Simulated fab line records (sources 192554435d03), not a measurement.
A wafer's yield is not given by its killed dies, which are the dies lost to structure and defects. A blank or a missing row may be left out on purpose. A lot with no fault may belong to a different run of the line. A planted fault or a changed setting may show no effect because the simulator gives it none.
Split-lot experiment + flow n5Finfet + 7 lots, 21 wafers read, on a route of 1938 steps

## SPLIT DETAILS
At N5_PASSIVATION_PASS_ETCH_74 (etches SiNx in CF4/O2, target depth 220 nm, time 110 s), the setting sourceW was moved away from the recipe's 535 W on 7 of the 21 wafers read, by -9.0% to +12.5%. The other wafers ran this setting at the recipe's value.

Reading taken at the split's own step.

## THE READING
rfVppV, in V, at N5_PASSIVATION_PASS_ETCH_74 (etches SiNx in CF4/O2, target depth 220 nm, time 110 s). Fault-free wafers of this fab line usually give 241 V, standard deviation 3.3 V.

| wafer  | tool, chamber at the split | sourceW as run, W | against the recipe | rfVppV, V | against lot-mates on the recipe |
|--------|----------------------------|-------------------|--------------------|-----------|---------------------------------|
| L077.1 | rieDiel-03, 1              | 591.6             | +10.6%             | 231       | -7                              |
| L077.2 | rieDiel-03, 3              | 591.6             | +10.6%             | 227       | -11                             |
| L077.4 | rieDiel-03, 0              | 535               | recipe             | 238       | -                               |
| L079.2 | rieDiel-03, 2              | 535               | recipe             | 237       | -                               |
| L079.4 | rieDiel-03, 0              | 535               | recipe             | 238       | -                               |
| L079.6 | rieDiel-03, 0              | 535               | recipe             | 238       | -                               |
| L081.2 | rieDiel-06, 0              | 535               | recipe             | 244       | -                               |
| L081.4 | rieDiel-06, 2              | 535               | recipe             | 246       | -                               |
| L081.5 | rieDiel-06, 3              | 535               | recipe             | 238       | -                               |
| L083.2 | rieDiel-06, 0              | 535               | recipe             | 245       | -                               |
| L083.5 | rieDiel-06, 0              | 486.6             | -9.0%              | 255       | +10                             |
| L083.6 | rieDiel-06, 1              | 486.6             | -9.0%              | 258       | +13                             |
| L090.1 | rieDiel-03, 2              | 592.7             | +10.8%             | 224       | -14                             |
| L090.3 | rieDiel-03, 0              | 535               | recipe             | 238       | -                               |
| L090.4 | rieDiel-03, 3              | 592.7             | +10.8%             | 227       | -11                             |
| L091.2 | rieDiel-06, 1              | 601.9             | +12.5%             | 231       | -13                             |
| L091.4 | rieDiel-06, 0              | 535               | recipe             | 243       | -                               |
| L091.6 | rieDiel-06, 2              | 535               | recipe             | 245       | -                               |
| L092.1 | rieDiel-06, 0              | 535               | recipe             | 243       | -                               |
| L092.5 | rieDiel-06, 2              | 535               | recipe             | 244       | -                               |
| L092.6 | rieDiel-06, 1              | 535               | recipe             | 246       | -                               |

FIT RESULTS
A straight line over all 21 wafers: rfVppV changes by -1.34 V for each +1% of sourceW; r = -0.92; the points scatter about the line by 3.5 V.
The same after taking each lot's own level away (the mean of its wafers on the recipe; 21 wafers): -1.09 V for each +1%; r = -0.96; scatter 2 V.
According to that fit, moving sourceW by its largest amount changes the reading by 14 V.
From 237.7 to 245.0 V: that is the span of the lots' own levels, equal to 2.2 times the standard deviation above.
Thus the slope moves with the lot-to-lot level: the two fits are different.
Check: with one of the wafers moved furthest among these (+12.5%) left out of the fit, the line predicts -13.3 V for it against its lot-mates. It came out at -13 V against them.
Tool readings at the split's step, against how far the setting was moved: rfVppV r = -0.92.

## THESE WAFERS: OTHER SPLITS
Note: prior to the reading, these wafers also went through further splits. Each is held against what the fit with the lots' levels taken away leaves over:
| other split on the same wafers   | wafers away from the commonest value | r with rfVppV (lot level and that fit taken away) |
|----------------------------------|--------------------------------------|---------------------------------------------------|
| N5_BEOL_M15_TRENCH_ETCH_34 timeS | 4                                    | +0.27                                             |

## THE WHOLE CHAIN: every reading that the file lists as answering this split, in the file's order
| step                        | what it does                                           | reading                                                             | change (the file's fit)               | r (the file's) |
|-----------------------------|--------------------------------------------------------|---------------------------------------------------------------------|---------------------------------------|----------------|
| N5_PASSIVATION_PASS_ETCH_74 | etches SiNx in CF4/O2, target depth 220 nm, time 110 s | rfVppV                                                              | -1.06 V for each +1% of the setting   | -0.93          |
| N5_PASSIVATION_PASS_ETCH_74 | etches SiNx in CF4/O2, target depth 220 nm, time 110 s | etch.depthNm (the simulator's own value, which no gauge read)       | +1.86 nm for each +1% of the setting  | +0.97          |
| N5_PASSIVATION_PASS_ETCH_74 | etches SiNx in CF4/O2, target depth 220 nm, time 110 s | TV_OPEN.cdOffsetNm (the simulator's own value, which no gauge read) | -0.097 nm for each +1% of the setting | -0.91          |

## THE FILE'S OWN FIT
rfVppV changes by -1.06 V for each +1% of sourceW, r = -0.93.
